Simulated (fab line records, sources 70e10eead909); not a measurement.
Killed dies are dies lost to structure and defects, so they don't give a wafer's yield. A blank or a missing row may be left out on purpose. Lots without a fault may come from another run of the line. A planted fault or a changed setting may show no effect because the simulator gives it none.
fab line records | flow nand_harc | part 2 of 2: steps 26 to 38 of 38
record lots=5 wafers=15 last_day=30
route steps=1302 shown A_DECK1_JOINT@526 A_ONON_D2@545
lots that met no fault: from a run of the same line without faults
start_h: hours from the record's first day to the start of the lot's first wafer shown | wait_h: hours since the lot's step before | " the same as in the row above | L1.1+2: a row that stands for several wafers | - no value, or no start given | * or withheld: withheld | < > ~ a bound
route shown NAME@n: a module of which the file shows steps, and the number in the route of the first | usual: mean/standard deviation of fault-free wafers | same: alike in all rows | chamber/n: place in a boat | sites: the reading at each site | _std_site: their standard deviation | _edge_site: outer sites' mean less inner sites' | radius_mm: how far each site lies from the wafer's centre | mask NAME#n: copy n | behind: the tool/chamber that last shaped the wafer | hold: why the lot was held/for how many hours/how that ended | device: the transistor (n, p or np) that didn't switch | end of line: the same wafers' tests at the end of the route | a step without rows: its recipe alone | killed: dies lost to structure and defects at the first sort, not the wafer's yield | map: a wafer's dies, x killed, . not, _ none there
set.NAME: the setting as run; set.NAME@STEP: as run at that earlier step | model.NAME: the simulator's own value behind a step, which no gauge read
lots at some steps of the route; a table a step, a row a wafer
services: from which hour (start_h, from the record's first day; less than 0 if before it) a tool's chamber was out of use, for how many hours, and why
## steps
# step NHARC_A_ONON_D2_THK_MEAS_11
# recipe thk_meas_gauge=ellipsometry
# usual thk_nm=997/11
# columns lot.wafer tool chamber start_h wait_h thk_nm
L074.1 film_metro-02 - 288.41 - 1005
L074.2 " - " " 1002
L074.6 " - " " 1004
L079.3 film_metro-02 - 316.69 - 990
L079.4 " - " " 992
L079.5 " - " " 991
L081.2 film_metro-01 - 342.41 - 986
L081.4 " - " " 986
L081.6 " - " " 985
L084.2 film_metro-01 - 379.54 - 1020
L084.5 " - " " 1019
L084.6 " - " " 1018
L090.1 film_metro-01 - 441.03 - 1006
L090.2 " - " " 1006
L090.6 " - " " 1006
# step NHARC_A_ONON_D2_DEP_12
# recipe target_thk_a=10000 n2_flow_sccm=2750 n2o_flow_sccm=2000 nh3_flow_sccm=500 sih4_flow_sccm=210 temp_c=400
# columns lot.wafer tool chamber start_h wait_h
L074.1+2+6 pecvd_onon-03 0 288.47 0.1
L079.3+4+5 pecvd_onon-03 0 316.99 0.3
L081.2+4+6 pecvd_onon-01 0 342.53 0.1
L084.2+5+6 pecvd_onon-03 0 379.65 0.1
L090.1+2+6 pecvd_onon-01 0 441.08 0.1
# step NHARC_A_ONON_D2_THK_MEAS_14
# recipe thk_meas_gauge=ellipsometry
# usual thk_nm=1003/7.2
# columns lot.wafer tool chamber start_h wait_h thk_nm
L074.1 film_metro-01 - 288.98 - 1008
L074.2 " - " " 1008
L074.6 " - " " 1008
L079.3 film_metro-02 - 317.39 - 1013
L079.4 " - " " 1010
L079.5 " - " " 1012
L081.2 film_metro-01 - 342.98 - 1000
L081.4 " - " " 1001
L081.6 " - " " 1001
L084.2 film_metro-01 - 380.11 - 994
L084.5 " - " " 993
L084.6 " - " " 993
L090.1 film_metro-01 - 441.59 - 1002
L090.2 " - " " 1001
L090.6 " - " " 1001
# step NHARC_A_ONON_D2_ANNEAL_15
# recipe temp_c=750 time_s=3600
# usual spike_tc_upper_C=750.1/1.5 zone_power_centre_pct=12.6/0.85 zone_power_top_pct=25.9/2.3
# columns lot.wafer tool chamber start_h wait_h spike_tc_upper_C zone_power_centre_pct zone_power_top_pct
L074.1 furnace-06 0 292.66 3.7 750.8 13.2 23.0
L074.2 " 0 " " 751.1 13.1 23.3
L074.6 " 0 " " 753.5 13.0 23.5
L079.3 furnace-05 0 320.78 3.4 750.1 13.4 26.1
L079.4 " 0 " " 750.2 13.4 26.0
L079.5 " 0 " " 748.6 13.2 26.0
L081.2 furnace-03 0 349.13 6.1 749.5 11.5 28.3
L081.4 " 0 " " 750.7 11.5 29.4
L081.6 " 0 " " 751.1 11.5 29.0
L084.2 furnace-06 0 386.21 6.1 751.6 12.8 23.5
L084.5 " 0 " " 751.8 13.1 23.4
L084.6 " 0 " " 753.2 13.1 23.4
L090.1 furnace-03 0 444.62 3.0 749.7 11.5 29.1
L090.2 " 0 " " 749.5 11.5 28.7
L090.6 " 0 " " 749.2 11.4 28.8
# step NHARC_A_ONON_D2_DEP_16
# recipe target_thk_a=10000 n2_flow_sccm=2750 n2o_flow_sccm=2000 nh3_flow_sccm=500 sih4_flow_sccm=210 temp_c=400
# columns lot.wafer tool chamber start_h wait_h
L074.1+2+6 pecvd_onon-04 0 296.54 0.4
L079.3+4+5 pecvd_onon-01 0 324.76 0.5
L081.2+4+6 pecvd_onon-01 0 353.04 0.4
L084.2+5+6 pecvd_onon-01 0 390.08 0.4
L090.1+2+6 pecvd_onon-01 0 448.47 0.4
# step NHARC_A_ONON_D2_THK_MEAS_18
# recipe thk_meas_gauge=ellipsometry
# usual thk_nm=1001/12
# columns lot.wafer tool chamber start_h wait_h thk_nm
L074.1 film_metro-01 - 297.05 - 1005
L074.2 " - " " 1002
L074.6 " - " " 1005
L079.3 film_metro-01 - 325.15 - 1001
L079.4 " - " " 998
L079.5 " - " " 1000
L081.2 film_metro-01 - 353.49 - 1006
L081.4 " - " " 1006
L081.6 " - " " 1006
L084.2 film_metro-01 - 390.53 - 977
L084.5 " - " " 979
L084.6 " - " " 978
L090.1 film_metro-02 - 448.98 - 1010
L090.2 " - " " 1010
L090.6 " - " " 1011
# step NHARC_A_ONON_D2_DEP_19
# recipe target_thk_a=10000 n2_flow_sccm=2750 n2o_flow_sccm=2000 nh3_flow_sccm=500 sih4_flow_sccm=210 temp_c=400
# columns lot.wafer tool chamber start_h wait_h
L074.1+2+6 pecvd_onon-01 0 297.11 0.1
L079.3+4+5 pecvd_onon-01 0 325.33 0.2
L081.2+4+6 pecvd_onon-04 0 353.60 0.1
L084.2+5+6 pecvd_onon-03 0 390.65 0.1
L090.1+2+6 pecvd_onon-03 0 449.04 0.1
# step NHARC_A_ONON_D2_THK_MEAS_21
# recipe thk_meas_gauge=ellipsometry
# usual thk_nm=1001/8.9
# columns lot.wafer tool chamber start_h wait_h thk_nm
L074.1 film_metro-01 - 297.62 - 1020
L074.2 " - " " 1022
L074.6 " - " " 1020
L079.3 film_metro-01 - 325.72 - 987
L079.4 " - " " 985
L079.5 " - " " 986
L081.2 film_metro-02 - 354.05 - 1006
L081.4 " - " " 1008
L081.6 " - " " 1009
L084.2 film_metro-02 - 391.10 - 1000
L084.5 " - " " 1001
L084.6 " - " " 999
L090.1 film_metro-02 - 449.54 - 998
L090.2 " - " " 995
L090.6 " - " " 998
# step NHARC_A_ONON_D2_DEP_22
# recipe target_thk_a=10000 n2_flow_sccm=2750 n2o_flow_sccm=2000 nh3_flow_sccm=500 sih4_flow_sccm=210 temp_c=400
# columns lot.wafer tool chamber start_h wait_h
L074.1+2+6 pecvd_onon-03 0 297.67 0.1
L079.3+4+5 pecvd_onon-01 0 325.89 0.2
L081.2+4+6 pecvd_onon-03 0 354.16 0.1
L084.2+5+6 pecvd_onon-01 0 391.21 0.1
L090.1+2+6 pecvd_onon-04 0 449.60 0.1
# step NHARC_A_ONON_D2_THK_MEAS_24
# recipe thk_meas_gauge=ellipsometry
# usual thk_nm=1002/10
# columns lot.wafer tool chamber start_h wait_h thk_nm
L074.1 film_metro-02 - 298.18 - 1013
L074.2 " - " " 1012
L074.6 " - " " 1012
L079.3 film_metro-01 - 326.28 - 998
L079.4 " - " " 999
L079.5 " - " " 1000
L081.2 film_metro-02 - 354.61 - 1009
L081.4 " - " " 1006
L081.6 " - " " 1008
L084.2 film_metro-02 - 391.67 - 990
L084.5 " - " " 989
L084.6 " - " " 989
L090.1 film_metro-02 - 450.11 - 995
L090.2 " - " " 995
L090.6 " - " " 994
# step NHARC_A_ONON_D2_DEP_25
# recipe target_thk_a=10000 n2_flow_sccm=2750 n2o_flow_sccm=2000 nh3_flow_sccm=500 sih4_flow_sccm=210 temp_c=400
# columns lot.wafer tool chamber start_h wait_h
L074.1+2+6 pecvd_onon-04 0 298.23 0.1
L079.3+4+5 pecvd_onon-01 0 326.45 0.2
L081.2+4+6 pecvd_onon-01 0 354.73 0.1
L084.2+5+6 pecvd_onon-03 0 391.78 0.1
L090.1+2+6 pecvd_onon-03 0 450.17 0.1
# step NHARC_A_ONON_D2_THK_MEAS_27
# recipe thk_meas_gauge=ellipsometry
# usual thk_nm=999/11
# columns lot.wafer tool chamber start_h wait_h thk_nm
L074.1 film_metro-01 - 298.74 - 1016
L074.2 " - " " 1017
L074.6 " - " " 1015
L079.3 film_metro-01 - 326.85 - 1012
L079.4 " - " " 1013
L079.5 " - " " 1014
L081.2 film_metro-01 - 355.18 - 984
L081.4 " - " " 986
L081.6 " - " " 986
L084.2 film_metro-02 - 392.22 - 981
L084.5 " - " " 982
L084.6 " - " " 982
L090.1 film_metro-01 - 450.68 - 1010
L090.2 " - " " 1011
L090.6 " - " " 1010
# step NHARC_A_ONON_D2_DEP_28
# recipe target_thk_a=10000 n2_flow_sccm=2750 n2o_flow_sccm=2000 nh3_flow_sccm=500 sih4_flow_sccm=210 temp_c=400
# columns lot.wafer tool chamber start_h wait_h
L074.1+2+6 pecvd_onon-01 0 298.80 0.1
L079.3+4+5 pecvd_onon-01 0 327.02 0.2
L081.2+4+6 pecvd_onon-04 0 355.30 0.1
L084.2+5+6 pecvd_onon-01 0 392.34 0.1
L090.1+2+6 pecvd_onon-04 0 450.73 0.1
## services
# columns tool chamber start_h hours kind
wet_bench-02 - 244.00 8.0 pm
lpcvd-01 - 265.56 0.8 repair
fcvd-02 - 266.81 10.4 repair
pecvd_onon-01 - 269.00 13.0 pm
fcvd-02 - 277.22 13.0 pm
wet_bench-01 - 277.60 8.0 pm
fcvd-01 1 281.99 12.8 repair
fcvd-01 - 301.42 0.9 repair
pecvd_onon-04 - 311.35 13.0 pm
cmp-02 - 330.50 4.0 pm
cmp-02 - 335.04 0.3 repair
lpcvd-01 - 345.49 1.6 repair
fcvd-01 - 366.00 13.0 pm
pecvd_onon-03 - 377.52 1.9 repair
furnace-07 - 386.22 26.0 pm
fcvd-02 - 386.37 1.0 repair
wet_bench-01 - 398.38 2.1 repair
cmp-02 - 404.90 3.1 repair
pecvd_onon-03 - 408.00 13.0 pm
cmp-02 - 408.35 1.0 repair
fcvd-01 - 409.58 0.2 repair
wet_bench-02 - 420.00 8.0 pm
cmp-02 - 428.50 4.0 pm
pecvd_onon-01 - 450.00 13.0 pm
